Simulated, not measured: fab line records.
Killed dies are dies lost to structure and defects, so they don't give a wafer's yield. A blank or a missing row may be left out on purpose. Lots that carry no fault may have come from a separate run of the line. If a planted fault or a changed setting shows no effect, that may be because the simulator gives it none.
What tool caused it?	flow n5 finfet	11 lots with 31 wafers sampled at 5 steps, on a route of 1938 steps

== WHAT THE GAUGES SHOWED, per wafer ==
N5_BEOL_M4_CD_MEAS_11: the cd target is 16.79 nm.
lot	measured	on	cd nm (nm)
L156	day 7 06:24	cd sem-01	16.64 16.49 16.89
L157	day 7 11:29	cd sem-02	16.34 16.67 16.59
L159	day 8 05:05	cd sem-01	16.75 16.83
L163	day 9 13:01	cd sem-02	17.46 16.81 17.13
L165	day 9 13:04	cd sem-03	17.37 17.27 16.61
L168	day 10 21:53	cd sem-02	16.66 16.68 16.70
L173	day 11 23:31	cd sem-03	16.56 16.65 16.96
L176	day 12 15:05	cd sem-03	16.94 16.99
L177	day 13 04:08	cd sem-03	16.85 16.58 16.39
L178	day 13 12:04	cd sem-01	16.73 17.11 16.50
L179	day 14 10:37	cd sem-03	16.54 16.38 16.44

N5_BEOL_M4_OVL_MEAS_12.
lot	measured	on	M4_OVL (nm)
L156	day 7 06:26	overlay-02	0.1 0.5 0.0
L157	day 7 11:31	overlay-02	-0.7 0.0 -1.4
L159	day 8 05:08	overlay-02	-0.5 -0.9
L163	day 9 13:03	overlay-02	-0.7 -0.2 -0.6
L165	day 9 13:05	overlay-01	0.0 0.5 0.3
L168	day 10 21:56	overlay-02	0.1 0.1 -1.2
L173	day 11 23:32	overlay-01	0.1 -0.6 -1.0
L176	day 12 15:08	overlay-01	-0.3 -0.6
L177	day 13 04:10	overlay-01	0.3 0.4 -0.6
L178	day 13 12:07	overlay-01	-1.2 -1.8 -1.0
L179	day 14 10:38	overlay-02	-0.7 -0.6 0.4

N5_BEOL_M4_RC_MEAS_101.
lot	measured	on	DIBL_N (mV/V)	DIBL_P (mV/V)	IOFF_N (nA/um)	IOFF_P (nA/um)	ION_N (uA/um)	ION_P (uA/um)	SS_N (mV/dec)	SS_P (mV/dec)	VT_N (mV)	VT_P (mV)
L156	day 7 13:59	prober-01	36.8 37.8 33.9	38.7 39.0 34.3	0.19 0.23 0.14	0.25 0.27 0.17	670 679 664	461 460 451	72.3 72.1 71.3	75.0 74.4 72.5	249 246 251	-249 -247 -252
L157	day 7 20:51	prober-02	38.1 38.6 36.7	39.5 39.0 37.9	0.21 0.22 0.19	0.28 0.29 0.28	690 698 696	475 479 477	71.5 71.9 71.7	73.1 73.1 72.5	244 243 241	-245 -244 -243
L159	day 8 13:41	prober-01	35.5 37.0	36.7 36.9	0.14 0.16	0.21 0.22	666 669	463 458	71.5 71.8	73.2 73.8	252 249	-252 -249
L163	day 9 23:55	prober-02	38.6 36.3 38.6	38.7 36.8 39.7	0.20 0.16 0.21	0.21 0.19 0.24	692 667 699	458 448 467	72.2 72.1 72.4	74.4 73.4 74.1	246 246 245	-255 -254 -252
L165	day 10 00:01	prober-01	39.8 40.0 35.1	40.5 40.1 36.0	0.25 0.23 0.15	0.28 0.26 0.21	692 670 684	464 451 467	72.8 72.4 70.8	74.2 74.1 72.1	242 248 247	-244 -248 -249
L168	day 11 05:55	prober-01	41.3 40.2 39.6	43.0 42.4 40.5	0.24 0.24 0.23	0.33 0.32 0.28	676 695 713	463 479 481	72.7 72.9 72.3	74.0 74.7 74.7	245 245 245	-246 -247 -246
L173	day 12 19:22	prober-01	40.4 37.5 40.2	43.3 37.7 42.0	0.25 0.17 0.26	0.38 0.23 0.35	675 663 710	465 453 484	72.9 72.1 71.9	75.2 72.9 74.2	243 252 241	-243 -249 -239
L176	day 13 00:13	prober-02	37.6 36.1	37.5 36.6	0.20 0.19	0.27 0.28	715 697	493 485	71.5 71.0	73.7 74.0	246 247	-244 -242
L177	day 13 11:37	prober-02	31.5 34.3 34.5	31.3 34.7 35.4	0.10 0.14 0.14	0.15 0.19 0.20	654 665 667	459 465 463	70.0 71.4 71.7	71.4 72.7 72.8	254 250 250	-254 -248 -251
L178	day 14 03:58	prober-01	36.1 35.7 35.1	36.7 36.4 36.8	0.15 0.15 0.14	0.20 0.21 0.21	659 656 673	448 452 461	71.9 71.4 72.2	72.8 73.3 73.0	251 248 250	-252 -249 -252
L179	day 14 18:05	prober-02	32.9 37.6 31.9	33.6 38.6 32.6	0.11 0.20 0.10	0.19 0.29 0.18	677 699 665	477 483 468	70.8 72.1 71.5	72.6 74.1 72.6	253 245 257	-247 -245 -248

== WHICH TOOL RAN EACH LOT (tool, then ch and the chambers of the sampled wafers, then the start) ==
lot	N5_BEOL_M3_SPUTTER_94	N5_BEOL_M4_COAT_05
L156	pvd sputter-02, day 7 03:39	litho track-02 ch 0, day 7 06:01
L157	pvd sputter-01, day 7 08:58	litho track-03 ch 0, day 7 11:13
L159	pvd sputter-03, day 8 01:49	litho track-05 ch 0, day 8 04:49
L163	pvd sputter-03, day 9 10:12	litho track-02 ch 0, day 9 12:38
L165	pvd sputter-02, day 9 10:19	litho track-02 ch 0, day 9 12:46
L168	pvd sputter-03, day 10 19:33	litho track-05 ch 0, day 10 21:37
L173	pvd sputter-02, day 11 19:43	litho track-03 ch 0, day 11 23:15
L176	pvd sputter-01, day 12 12:31	litho track-05 ch 0, day 12 14:43
L177	pvd sputter-03, day 13 00:20	litho track-05 ch 0, day 13 03:53
L178	pvd sputter-03, day 13 06:36	litho track-02 ch 0, day 13 11:49
L179	pvd sputter-03, day 14 08:14	litho track-03 ch 0, day 14 10:20
- N5_BEOL_M3_SPUTTER_94: material Cu, target thk 4.5 nm, time 8.29 s.
- N5_BEOL_M4_COAT_05: resist thk 30 nm.

== AS READ BY THE TOOLS THEMSELVES (means over the sampled wafers that have a number; for cases with no such wafer, the mark the record gives instead) ==
N5_BEOL_M3_SPUTTER_94.
lot	tool	throttle valve pct (%)
L156	pvd sputter-02	29.3
L157	pvd sputter-01	29.3
L159	pvd sputter-03	29.9
L163	pvd sputter-03	29.9
L165	pvd sputter-02	30.1
L168	pvd sputter-03	30.6
L173	pvd sputter-02	28.8
L176	pvd sputter-01	30.2
L177	pvd sputter-03	29.9
L178	pvd sputter-03	29.9
L179	pvd sputter-03	30.0

N5_BEOL_M4_COAT_05.
lot	tool	spin speed rpm (rpm)
L156	litho track-02	1499.7
L157	litho track-03	1499.6
L159	litho track-05	1498.7
L163	litho track-02	2110.6
L165	litho track-02	2110.9
L168	litho track-05	1499.3
L173	litho track-03	1499.3
L176	litho track-05	1499.5
L177	litho track-05	1499.9
L178	litho track-02	1500.7
L179	litho track-03	1501.7

== THE ANSWER, worked out from the rows above alone ==
Rule: what is usual is taken from the lots themselves. Put in order of their means at a reading, lots are off if they are a third of the lots or fewer, leave a main group of 4 or more, and stand apart from it by a gap of 3 or more times the standard deviation of the main group's means; of several such gaps the widest counts. A main group is skipped when, at the precision printed for the reading in the tables above, its means are all equal. Also off: a lot with no number at a reading for which 4 or more lots have one. Any other lot the step has rows for is counted as sound. The gauges are gone through in route order, then the tools' own readings, and for those a lot's mean is taken as printed above. At the first step where some lot is off, the reading lying furthest off is the one used; lots without a number count as furthest.
Off: L163, L165, at N5_BEOL_M4_COAT_05 (spin speed rpm). The main group: mean 1499.8 rpm, standard deviation 0.84.
If a tool, at that step or one of the process steps before it, ran each lot that is off and ran no sound lot following the first of them, it fits. Not one of the candidates tried fits.

== WHAT HAD BEEN PUT IN BY THE SIMULATOR ==
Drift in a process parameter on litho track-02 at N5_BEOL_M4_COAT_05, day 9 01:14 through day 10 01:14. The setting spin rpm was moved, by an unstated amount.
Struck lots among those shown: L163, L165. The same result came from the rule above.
